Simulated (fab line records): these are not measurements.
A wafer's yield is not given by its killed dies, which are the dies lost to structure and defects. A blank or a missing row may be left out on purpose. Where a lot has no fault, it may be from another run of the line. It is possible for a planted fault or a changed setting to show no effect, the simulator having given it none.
Code-filled problem report in 8D (eight disciplines) form | flow nand harc | the parts of the form that need people (team, actions taken, sign-off) are left out

== 1. THE ISSUE ==
Wafers without a fault read 44.8 nm, standard deviation 1.1; thk nm at NHARC_A_DECK1_JOINT_THK_MEAS_17 reads a mean of 28.7 nm on 6 wafers belonging to 2 lots. Measured from the usual mean, that is -15 standard deviations.
The step: measures by ellipsometry.
Earliest sighting: wafer L750.1 on film metro-01 at day 16 21:17. At this step, 39 wafers from 13 lots have a number in the record. Rule for "out", or "out of limits": more than 4 standard deviations from the usual mean. The rest of the wafers with a number are treated as sound.

== 2. WHAT IT IS, WHAT IT ISN'T ==
question                    | is                     | is not
which readings at this step | thk nm                 | -
which lots                  | L750, L752             | L741, L742, L743, L744, L745, L747, L748, L755, L760, L761, L763
which wafers of those lots  | all that have a number | -
read on which gauges        | film metro-01          | film metro-02
when                        | from day 16 21:17      | up to then (21 sound wafers); but 12 sound wafers of L755, L760, L761, L763 came after

== 3. THE SUSPECTS, EACH WITH WHAT RULES IT OUT ==
Counting: any tool at a process step up to the reading is kept as a suspect provided that every lot that is out went through it and no sound lot did after the first of them.
- the gauge at NHARC_A_DECK1_JOINT_THK_MEAS_17: kept. All the wafers that are out were read on film metro-01, and no step on other tools shows them out.
- ald sin batch-01 at NHARC_A_CHANNEL_FILL_D1_ALD_15 (deposits SiNx, target thk 2 nm, pulse time 60 s, ald cycles 19): ruled out as a lasting fault. Following L750 (day 15 11:35), the first lot on it that is out, the sound lots L760, L761 were run on it. With no start given for some of its lots, NHARC_A_CHANNEL_FILL_D1_ALD_15 uses the hours and lot order of NHARC_A_CHANNEL_FILL_D1_CMP_10.
- pecvd-03 at NHARC_A_DECK1_JOINT_DEP_16 (deposits SiO2, target thk 45 nm): ruled out as a lasting fault. Following L750 (day 16 21:02), the first lot on it that is out, the sound lots L763 were run on it.
The count leaves film metro-01 at NHARC_A_DECK1_JOINT_THK_MEAS_17.

== 4. THE CAUSE (what the simulator had put in) ==
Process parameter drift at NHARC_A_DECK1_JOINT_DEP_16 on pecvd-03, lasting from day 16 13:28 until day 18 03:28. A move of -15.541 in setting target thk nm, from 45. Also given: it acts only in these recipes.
Counting ruled it out, wrongly: the rule takes a fault to strike every lot that its tool runs from its start on, and this one did not.

== 5. THE CHAIN OF EFFECTS, in route order ==
Rows list readings where the struck wafers' mean (over those with a number) sits beyond 3 standard deviations from the usual. Readings are gone through only where the record gives a usual standard deviation; hours: the median, over the lots, of the time from a lot's start at the first step in this table giving one to that lot's start at this step; sigmas: the change measured in usual standard deviations.
hours | step                            | reading | usual   | on struck wafers | change | sigmas
0     | NHARC_A_DECK1_JOINT_THK_MEAS_17 | thk nm  | 44.8 nm | 28.7             | -16.1  | -15
Later steps that measure or inspect, where all struck wafers having a row at the step show a number for every such reading and not one has moved that far: NHARC_END_SORT_01.

== 6. HOW IT WOULD HAVE BEEN CAUGHT EARLIER ==
Counted from the fault's start at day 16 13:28, it took 8 hours until the first out-of-limits reading at a measuring or inspecting step in this record, taken at day 16 21:17.
Tool readings at NHARC_A_DECK1_JOINT_DEP_16 with a usual standard deviation given in the record: none out on any struck wafer, hence no alarm at a limit of 4 standard deviations on them.
